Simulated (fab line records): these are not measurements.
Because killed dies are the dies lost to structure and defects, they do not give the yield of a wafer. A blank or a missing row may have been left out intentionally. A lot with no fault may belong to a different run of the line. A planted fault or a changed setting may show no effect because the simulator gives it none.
fab line records / flow n5_finfet
record: lots: 4 wafers: 12 last_day: 16
route steps=1938 shown BEOL_M4@1099 BEOL_M5@1112 BEOL_M12@1650 PASSIVATION@1936
lots with no fault: from the same line, run without faults
start_h: hours from the record's opening day to when the first of the lot's shown wafers began / wait_h: hours from the lot's prior step to this one / " as in the row above / L1.1+2: several wafers, shown together as one row / - no value, or no start was given / * or withheld: withheld / < > ~ a bound
route shown NAME@n: NAME is a module with steps in the file, n the number in the route of the first one / usual: average and standard deviation across the fault-free wafers / same: alike in all rows / chamber/n: place in a boat / sites: readings site by site / _std_site: how widely they spread, as a standard deviation / _edge_site: inner sites' mean taken away from outer sites' mean / radius_mm: for every site, how far away it sits from the centre of the wafer / mask NAME#n: copy n / behind: the tool/chamber that last shaped the wafer / hold: cause of the lot's hold/its duration in hours/its outcome / device: transistor that didn't switch, given as n, p or np / end of line: tests of these same wafers at the route's end / a step with no rows: only its recipe / killed: dies that structure and defects cost at the first sort, which is not the same as the wafer's yield / map: per-die view of a wafer (x killed, . not killed, _ where there is no die)
set.NAME: the run value of the setting; set.NAME@STEP: its run value at that earlier step / model.NAME: the simulator's own value behind a step, which no gauge read
lots at selected steps of the route; one table per step, one row per wafer
services: from which hour (start_h, from the record's first day; less than 0 if before it) a tool's chamber was out of use, for how many hours, and why
== steps ==
step: N5_BEOL_M4_ANNEAL_95
recipe: temp_c: 400 time_s: 240 ambient: vacuum
step: N5_BEOL_M4_SPUTTER_96
recipe: material: Cu target_thk_a: 45 temp_c: -20 chamber_pressure_pa: 0.07 power_w: withheld time_s: 8.29
step: N5_BEOL_M4_ECD_50
recipe: material: Cu target_thk_a: 3000
step: N5_BEOL_M4_ANNEAL_51
recipe: temp_c: 225 time_s: 90 ambient: N2
step: N5_BEOL_M4_CMP_52
recipe: stop_on: SiOC t_overpolish_s: 6.8 down_force_psi: 1 platen_rpm: 50 clearing_platen_down_force_psi: 1.5 clearing_platen_rpm: 50 post_cmp_clean: cu_alkaline target_thk_nm: 40 clearing_platen_pad_velocity_m_s: 0.99484 pad_velocity_m_s: 0.99484
step: N5_BEOL_M4_PRE_CLEAN_60
recipe: gas: NH3/H2 time_s: 15 temp_c: * rf_power_w: 300
step: N5_BEOL_M4_CO_CAP_55
recipe: material: Co target_thk_a: 20 temp_c: 200 precursor: CCTBA/H2 pressure_torr: 30 time_s: 102.1
step: N5_BEOL_M4_PRE_CLEAN_56
recipe: gas: NH3 time_s: 15 temp_c: withheld rf_power_w: 300
step: N5_BEOL_M4_DEP_57
recipe: material: SiCN target_thk_a: 80 temp_c: withheld precursor: 3MS/NH3 pressure_torr: 3 rf_w: 202 time_s: 14
step: N5_BEOL_M4_RC_MEAS_101
usual: DIBL_N: 36.0/2.5 DIBL_P: 36.7/3 IOFF_N: 0.16/0.043 IOFF_P: 0.21/0.049 ION_N: 673/15 ION_P: 461/9.8 SS_N: 71.5/0.83 SS_P: 73.4/0.83 VT_N: 250/4 VT_P: -251/4
lot.wafer=L903.3 tool=prober-02 chamber=0 start_h=212.98 wait_h=0.3 DIBL_N[mV/V]=38.1 DIBL_P[mV/V]=41.8 IOFF_N[nA/um]=0.25 IOFF_P[nA/um]=0.28 ION_N[uA/um]=696 ION_P[uA/um]=470 SS_N[mV/dec]=74.1 SS_P[mV/dec]=74.6 VT_N[mV]=245 VT_P[mV]=-246
lot.wafer=L903.4 tool=prober-02 chamber=0 start_h=212.98 wait_h=0.3 DIBL_N[mV/V]=32.8 DIBL_P[mV/V]=36.9 IOFF_N[nA/um]=0.14 IOFF_P[nA/um]=0.20 ION_N[uA/um]=666 ION_P[uA/um]=459 SS_N[mV/dec]=70.9 SS_P[mV/dec]=73.6 VT_N[mV]=249 VT_P[mV]=-249
lot.wafer=L903.6 tool=prober-02 chamber=0 start_h=212.98 wait_h=0.3 DIBL_N[mV/V]=32.6 DIBL_P[mV/V]=35.3 IOFF_N[nA/um]=0.13 IOFF_P[nA/um]=0.17 ION_N[uA/um]=658 ION_P[uA/um]=446 SS_N[mV/dec]=71.2 SS_P[mV/dec]=72.8 VT_N[mV]=252 VT_P[mV]=-254
lot.wafer=L909.2 tool=prober-01 chamber=0 start_h=239.56 wait_h=0.2 DIBL_N[mV/V]=36.3 DIBL_P[mV/V]=33.3 IOFF_N[nA/um]=0.13 IOFF_P[nA/um]=0.15 ION_N[uA/um]=656 ION_P[uA/um]=444 SS_N[mV/dec]=71.6 SS_P[mV/dec]=72.4 VT_N[mV]=256 VT_P[mV]=-258
lot.wafer=L909.3 tool=prober-01 chamber=0 start_h=239.56 wait_h=0.2 DIBL_N[mV/V]=38.1 DIBL_P[mV/V]=39.2 IOFF_N[nA/um]=0.18 IOFF_P[nA/um]=0.26 ION_N[uA/um]=668 ION_P[uA/um]=460 SS_N[mV/dec]=72.2 SS_P[mV/dec]=74.2 VT_N[mV]=251 VT_P[mV]=-250
lot.wafer=L909.6 tool=prober-01 chamber=0 start_h=239.56 wait_h=0.2 DIBL_N[mV/V]=39.1 DIBL_P[mV/V]=37.0 IOFF_N[nA/um]=0.19 IOFF_P[nA/um]=0.21 ION_N[uA/um]=680 ION_P[uA/um]=453 SS_N[mV/dec]=72.6 SS_P[mV/dec]=73.7 VT_N[mV]=250 VT_P[mV]=-252
lot.wafer=L911.2 tool=prober-01 chamber=0 start_h=266.77 wait_h=0.2 DIBL_N[mV/V]=37.9 DIBL_P[mV/V]=40.2 IOFF_N[nA/um]=0.20 IOFF_P[nA/um]=0.28 ION_N[uA/um]=682 ION_P[uA/um]=472 SS_N[mV/dec]=72.1 SS_P[mV/dec]=74.6 VT_N[mV]=247 VT_P[mV]=-245
lot.wafer=L911.3 tool=prober-01 chamber=0 start_h=266.77 wait_h=0.2 DIBL_N[mV/V]=36.3 DIBL_P[mV/V]=37.5 IOFF_N[nA/um]=0.17 IOFF_P[nA/um]=0.23 ION_N[uA/um]=667 ION_P[uA/um]=457 SS_N[mV/dec]=71.5 SS_P[mV/dec]=73.8 VT_N[mV]=250 VT_P[mV]=-246
lot.wafer=L911.4 tool=prober-01 chamber=0 start_h=266.77 wait_h=0.2 DIBL_N[mV/V]=34.1 DIBL_P[mV/V]=35.2 IOFF_N[nA/um]=0.13 IOFF_P[nA/um]=0.19 ION_N[uA/um]=667 ION_P[uA/um]=459 SS_N[mV/dec]=71.5 SS_P[mV/dec]=73.1 VT_N[mV]=253 VT_P[mV]=-251
lot.wafer=L912.1 tool=prober-01 chamber=0 start_h=269.88 wait_h=0.0 DIBL_N[mV/V]=35.1 DIBL_P[mV/V]=36.4 IOFF_N[nA/um]=0.14 IOFF_P[nA/um]=0.18 ION_N[uA/um]=666 ION_P[uA/um]=458 SS_N[mV/dec]=71.5 SS_P[mV/dec]=73.6 VT_N[mV]=252 VT_P[mV]=-252
lot.wafer=L912.2 tool=prober-01 chamber=0 start_h=269.88 wait_h=0.0 DIBL_N[mV/V]=33.6 DIBL_P[mV/V]=34.6 IOFF_N[nA/um]=0.12 IOFF_P[nA/um]=0.17 ION_N[uA/um]=653 ION_P[uA/um]=452 SS_N[mV/dec]=71.8 SS_P[mV/dec]=72.7 VT_N[mV]=254 VT_P[mV]=-254
lot.wafer=L912.5 tool=prober-01 chamber=0 start_h=269.88 wait_h=0.0 DIBL_N[mV/V]=38.4 DIBL_P[mV/V]=38.7 IOFF_N[nA/um]=0.19 IOFF_P[nA/um]=0.22 ION_N[uA/um]=679 ION_P[uA/um]=461 SS_N[mV/dec]=72.4 SS_P[mV/dec]=74.0 VT_N[mV]=246 VT_P[mV]=-251
step: N5_BEOL_M5_ILD_DEP_00
recipe: material: SiCOH_lowk target_thk_a: 1406.4 temp_c: 300 precursor: DEMS/porogen pressure_torr: 5 rf_w: 500 time_s: 25.9
step: N5_BEOL_M5_CURE_79
recipe: temp_c: 385 time_s: 240 ambient: He/Ar material: SiCOH_lowk
step: N5_BEOL_M5_PECVD_70
recipe: material: SiO2 target_thk_a: 160 temp_c: 400 precursor: TEOS/O2 pressure_torr: 5.5 rf_w: 450 teos_flow_sccm: 53.8 gas: O2 flow_sccm: 3000 time_s: 18
step: N5_BEOL_M5_HM_DEP_02
recipe: material: TiN target_thk_a: 200 temp_c: 25 chamber_pressure_pa: 0.49996
step: N5_BEOL_M5_COAT_59
recipe: resist: SOC temp_c: 250 time_s: 60 spin_rpm: 1500 resist_thk_nm: 60
step: N5_BEOL_M5_COAT_60
recipe: resist: SiARC temp_c: 220 time_s: 60 spin_rpm: 1500 resist_thk_nm: 12
step: N5_BEOL_M5_COAT_71
recipe: resist: underlayer temp_c: 205 time_s: 60 spin_rpm: 1500 resist_thk_nm: 5
step: N5_BEOL_M5_COAT_05
recipe: resist: CAR-EUV spin_rpm: 1500 resist_thk_nm: 30
step: N5_BEOL_M5_EBR_07
recipe: solvent: PGMEA ebr_width_mm: 1.5
step: N5_BEOL_M5_SOFTBAKE_06
recipe: temp_c: 110 time_s: 60 resist: CAR-EUV
step: N5_BEOL_M5_EXPOSE_08
recipe: mask_id: M5 na: 0.33 source_shape: annular sigma_inner: 0.4 sigma_outer: 0.8 polarization: unpolarized target_cd_nm: 28 dose_mj: 35.75
step: N5_BEOL_M5_PEB_09
recipe: peb_temp_c: 100 peb_time_s: 60 resist: CAR-EUV
step: N5_BEOL_M5_DEVELOP_10
recipe: develop_time_s: 30 developer: TMAH resist: CAR-EUV rinse_liquid: surfactant_rinse dry: air_spin dev_temp_c: 23
step: N5_BEOL_M5_DESCUM_16
recipe: chemistry: O2 time_s: 7 source_power_w: 50 bias_power_w: 20 pressure_mtorr: 20 rf_frequency_hz: 2.712e+07 temp_c: 40 resist: CAR-EUV o2_flow_sccm: 225
step: N5_BEOL_M5_ETCH_72
recipe: chemistry: N2/H2 target: underlayer target_depth_a: 65 mask_material: CAR-EUV time_s: 5.2 ion_energy_ev: 200 pressure_mtorr: 30 source_w: 840 bias_w: 150 n2_flow_sccm: 200 h2_flow_sccm: 200 ends: cleared
step: N5_BEOL_M5_ETCH_61
recipe: chemistry: CF4 target: SiARC target_depth_a: 156 mask_material: CAR-EUV time_s: 26 ion_energy_ev: 80 pressure_mtorr: 40 source_w: 545 bias_w: 36 Ar_flow_sccm: 100 cf4_flow_sccm: 100 ends: cleared
step: N5_BEOL_M5_ETCH_62
recipe: chemistry: N2/H2 target: SOC target_depth_a: 750 overetch_a: 150 mask_material: SiARC temp_c: 40 time_s: 112.5 ion_energy_ev: 200 pressure_mtorr: 30 source_w: 840 bias_w: 150 n2_flow_sccm: 200 h2_flow_sccm: 200
step: N5_BEOL_M5_STRIP_63
recipe: chemistry: N2/H2 temp_c: 40 n2_flow_sccm: 200 h2_flow_sccm: 200 rf_frequency_hz: 6e+07
step: N5_BEOL_M5_STRIP_73
recipe: chemistry: N2/H2 temp_c: 40 n2_flow_sccm: 200 h2_flow_sccm: 200 rf_frequency_hz: 6e+07
step: N5_BEOL_M5_STRIP_64
recipe: chemistry: CF4 resist: SiARC power_w: 300 bias_power_w: 75 pressure_mtorr: 50 cf4_flow_sccm: 150 rf_frequency_hz: 6e+07
step: N5_BEOL_M5_HM_OPEN_17
recipe: chemistry: Cl2/BCl3 target_depth_a: 200 overetch_a: 60 target: TiN mask_material: SOC ion_energy_ev: 150 pressure_mtorr: 10 icp_w: 1000 bias_w: 126 Cl2_flow_sccm: 53.25 bcl3_flow_sccm: 21.75 Ar_flow_sccm: 25
step: N5_BEOL_M5_STRIP_19
recipe: chemistry: O2 power_w: 400 temp_c: 40 pressure_mtorr: 30 rf_frequency_hz: 6e+07 bias_power_w: 0 overash_fraction: 0.2 o2_flow_sccm: 225
step: N5_BEOL_M5_COAT_65
recipe: resist: SOC temp_c: 250 time_s: 60 spin_rpm: 1500 resist_thk_nm: 60
step: N5_BEOL_M5_COAT_66
recipe: resist: SiARC temp_c: 220 time_s: 60 spin_rpm: 1500 resist_thk_nm: 12
step: N5_BEOL_M12_SPUTTER_45
recipe: material: Cu target_thk_a: 800 temp_c: -20 bias_v: 60 power_w: 26000 chamber_pressure_pa: 0.13 time_s: 13.33
usual: bias_v: 60.0/0.59 cathode_dc_power_W: 26000/4.6 throttle_valve_pct: 29.8/0.93
lot.wafer=L903.3 tool=pvd_sputter-03 chamber=- start_h=278.72 wait_h=0.0 bias_v=59.9 cathode_dc_power_W=25990 throttle_valve_pct=30.0
lot.wafer=L903.4 tool=pvd_sputter-03 chamber=- start_h=278.72 wait_h=0.0 bias_v=60.9 cathode_dc_power_W=26000 throttle_valve_pct=30.9
lot.wafer=L903.6 tool=pvd_sputter-03 chamber=- start_h=278.72 wait_h=0.0 bias_v=60.2 cathode_dc_power_W=26003 throttle_valve_pct=30.1
lot.wafer=L909.2 tool=pvd_sputter-03 chamber=- start_h=313.29 wait_h=0.0 bias_v=- cathode_dc_power_W=- throttle_valve_pct=-
lot.wafer=L909.3 tool=pvd_sputter-03 chamber=- start_h=313.29 wait_h=0.0 bias_v=- cathode_dc_power_W=- throttle_valve_pct=-
lot.wafer=L909.6 tool=pvd_sputter-03 chamber=- start_h=313.29 wait_h=0.0 bias_v=- cathode_dc_power_W=- throttle_valve_pct=-
lot.wafer=L911.2 tool=pvd_sputter-01 chamber=- start_h=339.27 wait_h=0.0 bias_v=- cathode_dc_power_W=- throttle_valve_pct=-
lot.wafer=L911.3 tool=pvd_sputter-01 chamber=- start_h=339.27 wait_h=0.0 bias_v=- cathode_dc_power_W=- throttle_valve_pct=-
lot.wafer=L911.4 tool=pvd_sputter-01 chamber=- start_h=339.27 wait_h=0.0 bias_v=- cathode_dc_power_W=- throttle_valve_pct=-
lot.wafer=L912.1 tool=pvd_sputter-02 chamber=- start_h=342.62 wait_h=0.0 bias_v=59.8 cathode_dc_power_W=26006 throttle_valve_pct=29.7
lot.wafer=L912.2 tool=pvd_sputter-02 chamber=- start_h=342.62 wait_h=0.0 bias_v=59.6 cathode_dc_power_W=26000 throttle_valve_pct=31.5
lot.wafer=L912.5 tool=pvd_sputter-02 chamber=- start_h=342.62 wait_h=0.0 bias_v=60.6 cathode_dc_power_W=26002 throttle_valve_pct=30.1
step: N5_PASSIVATION_PROBE_49
usual: defect_limited_yield: 91.1/1.5 killed_at_M0_to_M3: 37/11 killed_at_M4_up: 13/5.6 killed_at_contacts: 12/5.6 killed_at_front_end: 39/11 killed_at_other: 4/3.1 killed_dies: 105/18 killed_on_rim: 14/3.8 killed_open: 69/13 killed_short: 35/7.4 sort_bin_5_function: 5.1/0.92 sort_bin_6_memory: 3.4/0.76 sort_n_pass: 1075/18 sort_yield_pct: 91.1/1.5
same: gross_dies: 1180 killed_at_back_side: 0 sort_bin_4_leakage[%]: 0 sort_bin_8_speed[%]: 0
lot.wafer=L909.2 tool=prober-01 chamber=- start_h=354.98 wait_h=0.1 defect_limited_yield[%]=0 killed_at_M0_to_M3=28 killed_at_M4_up=1111 killed_at_contacts=4 killed_at_front_end=33 killed_at_other=4 killed_dies=1180 killed_on_rim=152 killed_open=53 killed_short=23 sort_bin_5_function[%]=97.8 sort_bin_6_memory[%]=2.0 sort_n_pass=0 sort_yield_pct[%]=0
lot.wafer=L909.3 tool=prober-01 chamber=- start_h=355.03 wait_h=0.1 defect_limited_yield[%]=0 killed_at_M0_to_M3=19 killed_at_M4_up=1117 killed_at_contacts=15 killed_at_front_end=28 killed_at_other=1 killed_dies=1180 killed_on_rim=152 killed_open=61 killed_short=19 sort_bin_5_function[%]=96.9 sort_bin_6_memory[%]=3.1 sort_n_pass=0 sort_yield_pct[%]=0
lot.wafer=L909.6 tool=prober-01 chamber=- start_h=355.18 wait_h=0.3 defect_limited_yield[%]=0 killed_at_M0_to_M3=17 killed_at_M4_up=1131 killed_at_contacts=6 killed_at_front_end=24 killed_at_other=2 killed_dies=1180 killed_on_rim=152 killed_open=47 killed_short=11 sort_bin_5_function[%]=98.1 sort_bin_6_memory[%]=1.7 sort_n_pass=0 sort_yield_pct[%]=0
lot.wafer=L911.2 tool=prober-01 chamber=- start_h=377.96 wait_h=0.1 defect_limited_yield[%]=0 killed_at_M0_to_M3=36 killed_at_M4_up=1082 killed_at_contacts=16 killed_at_front_end=45 killed_at_other=1 killed_dies=1180 killed_on_rim=152 killed_open=82 killed_short=33 sort_bin_5_function[%]=95.6 sort_bin_6_memory[%]=4.3 sort_n_pass=0 sort_yield_pct[%]=0
lot.wafer=L911.3 tool=prober-01 chamber=- start_h=378.01 wait_h=0.1 defect_limited_yield[%]=0 killed_at_M0_to_M3=50 killed_at_M4_up=1074 killed_at_contacts=19 killed_at_front_end=36 killed_at_other=1 killed_dies=1180 killed_on_rim=152 killed_open=83 killed_short=43 sort_bin_5_function[%]=95.6 sort_bin_6_memory[%]=4.1 sort_n_pass=0 sort_yield_pct[%]=0
lot.wafer=L911.4 tool=prober-01 chamber=- start_h=378.06 wait_h=0.2 defect_limited_yield[%]=0 killed_at_M0_to_M3=24 killed_at_M4_up=1097 killed_at_contacts=13 killed_at_front_end=45 killed_at_other=1 killed_dies=1180 killed_on_rim=152 killed_open=64 killed_short=34 sort_bin_5_function[%]=95.9 sort_bin_6_memory[%]=4.0 sort_n_pass=0 sort_yield_pct[%]=0
killed by level:class
L909.2 BEOL_M12:area_ecd=580 BEOL_M12:area_sputter=524 FIN_SAQP:geometric_particle:open=8 BEOL_M1:geometric_particle:open=7 BEOL_M0_SAQP:geometric_particle:short=5 BEOL_M0_SAQP:geometric_particle:open=5 BEOL_M3:geometric_particle:open=5 GATE_CUT:geometric_particle:open=4
L909.3 BEOL_M12:area_sputter=567 BEOL_M12:area_ecd=533 MOL_CONTACT_COAG:geometric_particle:open=15 DUMMY_GATE:geometric_particle:open=9 FIN_SAQP:geometric_particle:short=6 BEOL_M4:geometric_particle:open=6 BEOL_M5:geometric_particle:open=5 STI_FIN_REVEAL:geometric_particle:open=4
L909.6 BEOL_M12:area_sputter=567 BEOL_M12:area_ecd=555 FIN_SAQP:geometric_particle:open=11 BEOL_M1:geometric_particle:open=7 BEOL_M4:geometric_particle:open=6 MOL_CONTACT_COAG:geometric_particle:open=5 FIN_SAQP:geometric_particle:short=3 BEOL_M3:geometric_particle:open=3
L911.2 BEOL_M12:area_ecd=536 BEOL_M12:area_sputter=529 BEOL_M0_SAQP:geometric_particle:open=12 FIN_SAQP:geometric_particle:short=11 MOL_CONTACT_COAG:geometric_particle:open=11 FIN_SAQP:geometric_particle:open=10 BEOL_M3:geometric_particle:open=9 DUMMY_GATE:geometric_particle:open=8
L911.3 BEOL_M12:area_ecd=534 BEOL_M12:area_sputter=520 MOL_CONTACT_COAG:geometric_particle:open=16 BEOL_M0_SAQP:geometric_particle:open=14 FIN_SAQP:geometric_particle:short=11 BEOL_M0_SAQP:geometric_particle:short=10 BEOL_M4:geometric_particle:open=10 BEOL_M2:geometric_particle:open=9
L911.4 BEOL_M12:area_ecd=556 BEOL_M12:area_sputter=526 STI_FIN_REVEAL:geometric_particle:open=14 FIN_SAQP:geometric_particle:short=13 MOL_CONTACT_COAG:geometric_particle:open=10 BEOL_M1:geometric_particle:open=9 BEOL_M0_SAQP:geometric_particle:open=5 GATE_CUT:geometric_particle:short=4
map L909.2 (x killed, . not)
_________________xxxxxxxxxxxx________________
______________xxxxxxxxxxxxxxxxxx_____________
___________xxxxxxxxxxxxxxxxxxxxxxxx__________
__________xxxxxxxxxxxxxxxxxxxxxxxxxx_________
________xxxxxxxxxxxxxxxxxxxxxxxxxxxxxx_______
_______xxxxxxxxxxxxxxxxxxxxxxxxxxxxxxxx______
______xxxxxxxxxxxxxxxxxxxxxxxxxxxxxxxxxx_____
_____xxxxxxxxxxxxxxxxxxxxxxxxxxxxxxxxxxxx____
____xxxxxxxxxxxxxxxxxxxxxxxxxxxxxxxxxxxxxx___
___xxxxxxxxxxxxxxxxxxxxxxxxxxxxxxxxxxxxxxxx__
___xxxxxxxxxxxxxxxxxxxxxxxxxxxxxxxxxxxxxxxx__
__xxxxxxxxxxxxxxxxxxxxxxxxxxxxxxxxxxxxxxxxxx_
__xxxxxxxxxxxxxxxxxxxxxxxxxxxxxxxxxxxxxxxxxx_
_xxxxxxxxxxxxxxxxxxxxxxxxxxxxxxxxxxxxxxxxxxxx
_xxxxxxxxxxxxxxxxxxxxxxxxxxxxxxxxxxxxxxxxxxxx
_xxxxxxxxxxxxxxxxxxxxxxxxxxxxxxxxxxxxxxxxxxxx
_xxxxxxxxxxxxxxxxxxxxxxxxxxxxxxxxxxxxxxxxxxxx
_xxxxxxxxxxxxxxxxxxxxxxxxxxxxxxxxxxxxxxxxxxxx
_xxxxxxxxxxxxxxxxxxxxxxxxxxxxxxxxxxxxxxxxxxxx
_xxxxxxxxxxxxxxxxxxxxxxxxxxxxxxxxxxxxxxxxxxxx
_xxxxxxxxxxxxxxxxxxxxxxxxxxxxxxxxxxxxxxxxxxxx
__xxxxxxxxxxxxxxxxxxxxxxxxxxxxxxxxxxxxxxxxxx_
__xxxxxxxxxxxxxxxxxxxxxxxxxxxxxxxxxxxxxxxxxx_
___xxxxxxxxxxxxxxxxxxxxxxxxxxxxxxxxxxxxxxxx__
___xxxxxxxxxxxxxxxxxxxxxxxxxxxxxxxxxxxxxxxx__
____xxxxxxxxxxxxxxxxxxxxxxxxxxxxxxxxxxxxxx___
_____xxxxxxxxxxxxxxxxxxxxxxxxxxxxxxxxxxxx____
______xxxxxxxxxxxxxxxxxxxxxxxxxxxxxxxxxx_____
_______xxxxxxxxxxxxxxxxxxxxxxxxxxxxxxxx______
________xxxxxxxxxxxxxxxxxxxxxxxxxxxxxx_______
__________xxxxxxxxxxxxxxxxxxxxxxxxxx_________
___________xxxxxxxxxxxxxxxxxxxxxxxx__________
______________xxxxxxxxxxxxxxxxxx_____________
_________________xxxxxxxxxxxx________________
map L911.2 (x killed, . not)
_________________xxxxxxxxxxxx________________
______________xxxxxxxxxxxxxxxxxx_____________
___________xxxxxxxxxxxxxxxxxxxxxxxx__________
__________xxxxxxxxxxxxxxxxxxxxxxxxxx_________
________xxxxxxxxxxxxxxxxxxxxxxxxxxxxxx_______
_______xxxxxxxxxxxxxxxxxxxxxxxxxxxxxxxx______
______xxxxxxxxxxxxxxxxxxxxxxxxxxxxxxxxxx_____
_____xxxxxxxxxxxxxxxxxxxxxxxxxxxxxxxxxxxx____
____xxxxxxxxxxxxxxxxxxxxxxxxxxxxxxxxxxxxxx___
___xxxxxxxxxxxxxxxxxxxxxxxxxxxxxxxxxxxxxxxx__
___xxxxxxxxxxxxxxxxxxxxxxxxxxxxxxxxxxxxxxxx__
__xxxxxxxxxxxxxxxxxxxxxxxxxxxxxxxxxxxxxxxxxx_
__xxxxxxxxxxxxxxxxxxxxxxxxxxxxxxxxxxxxxxxxxx_
_xxxxxxxxxxxxxxxxxxxxxxxxxxxxxxxxxxxxxxxxxxxx
_xxxxxxxxxxxxxxxxxxxxxxxxxxxxxxxxxxxxxxxxxxxx
_xxxxxxxxxxxxxxxxxxxxxxxxxxxxxxxxxxxxxxxxxxxx
_xxxxxxxxxxxxxxxxxxxxxxxxxxxxxxxxxxxxxxxxxxxx
_xxxxxxxxxxxxxxxxxxxxxxxxxxxxxxxxxxxxxxxxxxxx
_xxxxxxxxxxxxxxxxxxxxxxxxxxxxxxxxxxxxxxxxxxxx
_xxxxxxxxxxxxxxxxxxxxxxxxxxxxxxxxxxxxxxxxxxxx
_xxxxxxxxxxxxxxxxxxxxxxxxxxxxxxxxxxxxxxxxxxxx
__xxxxxxxxxxxxxxxxxxxxxxxxxxxxxxxxxxxxxxxxxx_
__xxxxxxxxxxxxxxxxxxxxxxxxxxxxxxxxxxxxxxxxxx_
___xxxxxxxxxxxxxxxxxxxxxxxxxxxxxxxxxxxxxxxx__
___xxxxxxxxxxxxxxxxxxxxxxxxxxxxxxxxxxxxxxxx__
____xxxxxxxxxxxxxxxxxxxxxxxxxxxxxxxxxxxxxx___
_____xxxxxxxxxxxxxxxxxxxxxxxxxxxxxxxxxxxx____
______xxxxxxxxxxxxxxxxxxxxxxxxxxxxxxxxxx_____
_______xxxxxxxxxxxxxxxxxxxxxxxxxxxxxxxx______
________xxxxxxxxxxxxxxxxxxxxxxxxxxxxxx_______
__________xxxxxxxxxxxxxxxxxxxxxxxxxx_________
___________xxxxxxxxxxxxxxxxxxxxxxxx__________
______________xxxxxxxxxxxxxxxxxx_____________
_________________xxxxxxxxxxxx________________
== services ==
tool=pvd_sputter-02 chamber=- start_h=311.06 hours=2.8 kind=repair
== key ==
first_sign: step: N5_BEOL_M12_SPUTTER_45 reading: tool_record direction: missing
effect: step: N5_PASSIVATION_PROBE_49 reading: killed_at_M4_up direction: up sigmas: 99+ usual: 13 struck: 1102
more_kills_born_at: N5_BEOL_M12_ECD_47@ecd_cu-02: 1668 N5_BEOL_M12_SPUTTER_45@pvd_sputter-03: 1658 N5_BEOL_M12_ECD_47@ecd_cu-01: 1626
met_at N5_BEOL_M12_SPUTTER_45
struck_wafers L909.2,L909.3,L909.6,L911.2,L911.3,L911.4
later_rows_left_out L909.2,L909.3,L909.6,L911.2,L911.3,L911.4
onset_between 278.72 313.29
fault: kind: skipped_step_whole tool: pvd_sputter-01,pvd_sputter-03 chamber: - onset_h: 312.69 steps: N5_BEOL_M12_SPUTTER_45 scope: struck_lots_only
later_rows_left_out: the simulator's readings of these wafers behind a module that went badly wrong aren't trusted and aren't shown, but for the sort
